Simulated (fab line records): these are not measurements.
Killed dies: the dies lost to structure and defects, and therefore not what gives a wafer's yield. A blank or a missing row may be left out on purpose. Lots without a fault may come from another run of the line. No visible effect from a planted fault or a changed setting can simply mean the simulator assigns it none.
Matching of chambers || flow nand_harc || 4 sister chambers for NHARC_A_STAIRCASE_ETCH_313 on rie_diel-08
The step etches the open film in CF4/CHF3. 4 wafers are shown with their chamber, then 7 later ones without.

WAFERS PAIRED WITH THEIR CHAMBERS
{"wafer": "L083.1", "chamber": 1, "showerhead_plenum_p_Torr (Torr)": 1.53}
{"wafer": "L085.4", "chamber": 2, "showerhead_plenum_p_Torr (Torr)": 1.61}
{"wafer": "L091.1", "chamber": 3, "showerhead_plenum_p_Torr (Torr)": 1.61}
{"wafer": "L091.2", "chamber": 0, "showerhead_plenum_p_Torr (Torr)": 1.48}

WAFERS MISSING THEIR CHAMBER
{"wafer": "L091.3", "showerhead_plenum_p_Torr (Torr)": 1.52}
{"wafer": "L095.3", "showerhead_plenum_p_Torr (Torr)": 1.61}
{"wafer": "L095.4", "showerhead_plenum_p_Torr (Torr)": 1.52}
{"wafer": "L095.5", "showerhead_plenum_p_Torr (Torr)": 1.61}
{"wafer": "L097.3", "showerhead_plenum_p_Torr (Torr)": 1.48}
{"wafer": "L097.4", "showerhead_plenum_p_Torr (Torr)": 1.52}
{"wafer": "L097.6", "showerhead_plenum_p_Torr (Torr)": 1.60}

THE CHAMBER EACH PASSED THROUGH
{"wafer": "L091.3", "from the rows above": 1, "in truth": 1}
{"wafer": "L095.3", "from the rows above": "can't be placed: 2 or 3", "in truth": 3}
{"wafer": "L095.4", "from the rows above": 1, "in truth": 1}
{"wafer": "L095.5", "from the rows above": "can't be placed: 2 or 3", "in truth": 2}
{"wafer": "L097.3", "from the rows above": 0, "in truth": 0}
{"wafer": "L097.4", "from the rows above": 1, "in truth": 1}
{"wafer": "L097.6", "from the rows above": "can't be placed: 2 or 3", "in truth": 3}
Correct placement for 4 of the 7. From these rows, 3 cannot be placed; in 3 the true chamber is one of the candidates. Number placed wrongly: 0.
How it was worked out, from the rows above alone: a wafer's distance from a chamber is the root of the sum, over the readings, of the square of ((its reading less the chamber's mean) divided by the reading's scatter). The wafer belongs to the nearest chamber; if the next one is less than 2 further off, it can't be placed. For every chamber, the mean is computed from those of its wafers that are shown. The scatter (one wafer shown for each chamber): square how far every hidden wafer sits from the nearest shown wafer, average those squares and take the square root.
